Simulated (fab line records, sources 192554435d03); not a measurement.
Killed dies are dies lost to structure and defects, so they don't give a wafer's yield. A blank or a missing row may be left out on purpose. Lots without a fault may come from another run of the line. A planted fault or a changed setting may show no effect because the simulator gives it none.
Split-lot experiment | flow n5_finfet | 7 lots, 39 wafers read, on a route of 1938 steps

THE SPLIT
At N5_SD_EPI_N_EPI_21 (deposits Si:P, time 690 s), the setting epi_growth_time_s was moved away from the recipe's 690 s on 12 of the 39 wafers read, by -54.4% to +30.3%. The other wafers ran this setting at the recipe's value.

The reading is taken at the split's own step.

THE READING
Si-P_of_SD_EPI_N_EPI_21.thk_nm (the simulator's own value, which no gauge read), in nm, at N5_SD_EPI_N_EPI_21 (deposits Si:P, time 690 s). The file gives no usual value for it. The 27 wafers here that ran the recipe average 58.9 nm, standard deviation 0.48 nm.

wafer  | tool, chamber at the split | epi_growth_time_s as run, s | against the recipe | Si-P_of_SD_EPI_N_EPI_21.thk_nm, nm | against lot-mates on the recipe
L081.1 | epi_rpcvd-02, 0            | 690                         | recipe             | 58                                 | -
L081.2 | epi_rpcvd-02, 0            | 690                         | recipe             | 58.2                               | -
L081.5 | epi_rpcvd-02, 0            | 690                         | recipe             | 58.2                               | -
L081.3 | epi_rpcvd-02, 0            | 690                         | recipe             | 59                                 | -
L081.4 | epi_rpcvd-02, 0            | 690                         | recipe             | 57.8                               | -
L081.6 | epi_rpcvd-02, 0            | 690                         | recipe             | 58.6                               | -
L085.1 | epi_rpcvd-03, 0            | 690                         | recipe             | 59                                 | -
L085.2 | epi_rpcvd-03, 0            | 690                         | recipe             | 59.4                               | -
L085.4 | epi_rpcvd-03, 0            | 690                         | recipe             | 59.4                               | -
L089.1 | epi_rpcvd-01, 0            | 690                         | recipe             | 59.2                               | -
L089.6 | epi_rpcvd-01, 0            | 690                         | recipe             | 59.2                               | -
L089.2 | epi_rpcvd-01, 0            | 690                         | recipe             | 58.8                               | -
L089.3 | epi_rpcvd-01, 0            | 690                         | recipe             | 58.2                               | -
L089.4 | epi_rpcvd-01, 0            | 690                         | recipe             | 59.4                               | -
L089.5 | epi_rpcvd-01, 0            | 690                         | recipe             | 59                                 | -
L090.1 | epi_rpcvd-03, 0            | 850.5                       | +23.3%             | 68.4                               | +9.3
L090.2 | epi_rpcvd-03, 0            | 690                         | recipe             | 58.8                               | -
L090.3 | epi_rpcvd-03, 0            | 850.5                       | +23.3%             | 69                                 | +9.9
L090.4 | epi_rpcvd-03, 0            | 690                         | recipe             | 59.6                               | -
L090.5 | epi_rpcvd-03, 0            | 850.5                       | +23.3%             | 68.2                               | +9.1
L090.6 | epi_rpcvd-03, 0            | 690                         | recipe             | 59                                 | -
L091.1 | epi_rpcvd-01, 0            | 382.2                       | -44.6%             | 35.2                               | -23.9
L091.3 | epi_rpcvd-01, 0            | 382.2                       | -44.6%             | 35.2                               | -23.9
L091.2 | epi_rpcvd-01, 0            | 382.2                       | -44.6%             | 35.4                               | -23.7
L091.4 | epi_rpcvd-01, 0            | 690                         | recipe             | 59                                 | -
L091.5 | epi_rpcvd-01, 0            | 690                         | recipe             | 59                                 | -
L091.6 | epi_rpcvd-01, 0            | 690                         | recipe             | 59.4                               | -
L095.1 | epi_rpcvd-03, 0            | 690                         | recipe             | 59                                 | -
L095.2 | epi_rpcvd-03, 0            | 690                         | recipe             | 59                                 | -
L095.3 | epi_rpcvd-03, 0            | 899.1                       | +30.3%             | 70.8                               | +11.7
L095.4 | epi_rpcvd-03, 0            | 899.1                       | +30.3%             | 71                                 | +11.9
L095.5 | epi_rpcvd-03, 0            | 690                         | recipe             | 59.2                               | -
L095.6 | epi_rpcvd-03, 0            | 899.1                       | +30.3%             | 71.2                               | +12.1
L096.1 | epi_rpcvd-02, 0            | 690                         | recipe             | 59.4                               | -
L096.2 | epi_rpcvd-02, 0            | 690                         | recipe             | 59.4                               | -
L096.5 | epi_rpcvd-02, 0            | 690                         | recipe             | 59.4                               | -
L096.3 | epi_rpcvd-02, 0            | 314.9                       | -54.4%             | 29.4                               | -30.0
L096.4 | epi_rpcvd-02, 0            | 314.9                       | -54.4%             | 29.2                               | -30.2
L096.6 | epi_rpcvd-02, 0            | 314.9                       | -54.4%             | 29.6                               | -29.8

THE FIT
A straight line over all 39 wafers: Si-P_of_SD_EPI_N_EPI_21.thk_nm changes by +0.503 nm for each +1% of epi_growth_time_s; r = +0.99; the points scatter about the line by 1.2 nm.
The same after taking each lot's own level away (the mean of its wafers on the recipe; 39 wafers): +0.506 nm for each +1%; r = +0.99; scatter 1.2 nm.
On that fit, the largest move of epi_growth_time_s shifts the reading by 28 nm.
The lots' own levels span 58.30 to 59.40 nm, that is 2.3 times the standard deviation above.
So the lot-to-lot level changes the slope little: the two slopes agree.
Check: with one of the wafers moved furthest among these (-54.4%) left out of the fit, the line predicts -27.9 nm for it against its lot-mates. It came out at -30 nm against them.

OTHER SPLITS ON THESE WAFERS
These wafers also went through other splits before the reading. Each is held against what the fit with the lots' levels taken away leaves over:
other split on the same wafers                    | wafers away from the commonest value | r with Si-P_of_SD_EPI_N_EPI_21.thk_nm (lot level and that fit taken away)
N5_ZERO_LAYER_PECVD_02 time_s                     | 15                                   | -0.01
N5_PMOS_HMC_CHANNEL_EPI_DEVELOP_08 develop_time_s | 15                                   | +0.09

THE WHOLE CHAIN: every reading that the file lists as answering this split, in the file's order
step                    | what it does              | reading                                                                         | change (the file's fit)               | r (the file's)
N5_SD_EPI_N_EPI_21      | deposits Si:P, time 690 s | Si-P_of_SD_EPI_N_EPI_21.thk_nm (the simulator's own value, which no gauge read) | +0.511 nm for each +1% of the setting | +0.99
N5_SD_EPI_N_EPI_MEAS_23 |                           | thk_nm                                                                          | withheld for each +1% of the setting  | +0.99

THE FILE'S OWN FIT
Si-P_of_SD_EPI_N_EPI_21.thk_nm changes by +0.511 nm for each +1% of epi_growth_time_s, r = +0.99.
